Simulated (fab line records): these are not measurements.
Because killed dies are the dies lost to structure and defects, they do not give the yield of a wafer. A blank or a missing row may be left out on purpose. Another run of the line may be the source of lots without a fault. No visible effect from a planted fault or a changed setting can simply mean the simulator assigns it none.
Lot-split experiment ; flow n5Finfet ; 39 wafers read across 7 lots, on a route 1938 steps long

## ON THE SPLIT
At N5_HKMG_FIN_ETCH_35 (etches SOC in N2/H2, target depth 215.8 nm, time 243.4 s), the setting sourceW was moved away from the recipe's 3000 W on 12 of the 39 wafers read, by -13.3% to +19.0%. This setting was run at the recipe's value on the other wafers.

The split's own step is where the reading is taken.

## THE READING
rfVppV, in V, at N5_HKMG_FIN_ETCH_35 (etches SOC in N2/H2, target depth 215.8 nm, time 243.4 s). On this fab line, fault-free wafers typically give 141.8 V with a standard deviation of 0.92 V.

wafer;tool, chamber at the split;sourceW as run, W;against the recipe;rfVppV, V;against lot-mates on the recipe
L076.1;rieDiel-04, 2;3000;recipe;143.2;-
L076.2;rieDiel-04, 1;3000;recipe;140.5;-
L076.6;rieDiel-04, 3;3000;recipe;142.0;-
L080.1;rieDiel-04, 1;3498;+16.6%;133.1;-8.8
L080.2;rieDiel-04, 0;3000;recipe;142.0;-
L080.3;rieDiel-04, 2;3498;+16.6%;134.7;-7.2
L080.4;rieDiel-04, 3;3000;recipe;142.1;-
L080.5;rieDiel-04, 0;3498;+16.6%;135.7;-6.2
L080.6;rieDiel-04, 1;3000;recipe;141.5;-
L082.1;rieDiel-01, 3;2754;-8.2%;146.9;+5.7
L082.2;rieDiel-01, 2;3000;recipe;141.4;-
L082.3;rieDiel-01, 0;3000;recipe;139.6;-
L082.4;rieDiel-01, 0;2754;-8.2%;145.2;+4.0
L082.5;rieDiel-01, 3;2754;-8.2%;146.3;+5.1
L082.6;rieDiel-01, 2;3000;recipe;142.5;-
L085.1;rieDiel-01, 2;3000;recipe;141.5;-
L085.2;rieDiel-01, 3;3571;+19.0%;133.7;-8.0
L085.3;rieDiel-01, 1;3000;recipe;141.0;-
L085.4;rieDiel-01, 0;3571;+19.0%;132.9;-8.8
L085.5;rieDiel-01, 2;3571;+19.0%;134.3;-7.4
L085.6;rieDiel-01, 3;3000;recipe;142.7;-
L088.1;rieDiel-02, 1;3000;recipe;142.3;-
L088.2;rieDiel-02, 0;3000;recipe;143.2;-
L088.3;rieDiel-02, 3;3000;recipe;143.0;-
L088.4;rieDiel-02, 2;3000;recipe;142.9;-
L088.5;rieDiel-02, 0;3000;recipe;141.6;-
L088.6;rieDiel-02, 1;3000;recipe;141.8;-
L089.1;rieDiel-04, 3;3000;recipe;142.3;-
L089.2;rieDiel-04, 2;3000;recipe;143.7;-
L089.3;rieDiel-04, 0;3000;recipe;141.5;-
L089.4;rieDiel-04, 1;3000;recipe;141.7;-
L089.5;rieDiel-04, 0;3000;recipe;142.7;-
L089.6;rieDiel-04, 1;3000;recipe;140.9;-
L093.1;rieDiel-04, 2;2602;-13.3%;149.3;+8.5
L093.2;rieDiel-04, 3;3000;recipe;140.4;-
L093.3;rieDiel-04, 1;3000;recipe;141.2;-
L093.4;rieDiel-04, 0;2602;-13.3%;150.1;+9.3
L093.5;rieDiel-04, 0;2602;-13.3%;150.3;+9.5
L093.6;rieDiel-04, 3;3000;recipe;140.7;-

THE FIT
A straight line over all 39 wafers: rfVppV changes by -0.481 V for each +1% of sourceW; r = -0.97; the points scatter about the line by 1.1 V.
The same after taking each lot's own level away (the mean of its wafers on the recipe; 39 wafers): -0.505 V for each +1%; r = -0.97; scatter 1.1 V.
According to that fit, moving sourceW by its largest amount changes the reading by 9.6 V.
The span of the lots' own levels, 140.77 to 142.47 V, comes to 1.8 times the standard deviation stated above.
Consequently the slope shifts little with the lot-to-lot level, the two slopes agreeing.
Check: -9.36 V against its lot-mates is what the line predicts for one of the wafers moved furthest among these (+19.0%) when that wafer is left out of the fit. It came out at -8.03 V against them.
Tool readings at the split's step, against how far the setting was moved: rfVppV r = -0.97.

## ADDITIONAL SPLITS CARRIED BY THESE WAFERS
Other splits were also applied to these wafers ahead of the reading. Each is held against what the fit with the lots' levels taken away leaves over:
other split on the same wafers;wafers away from the commonest value;r with rfVppV (lot level and that fit taken away)
N5_HKMG_FIN_HK_ALD_01 aldCycles;12;-0.05

## THE FILE'S OWN FIT
rfVppV changes by -0.497 V for each +1% of sourceW, r = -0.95.
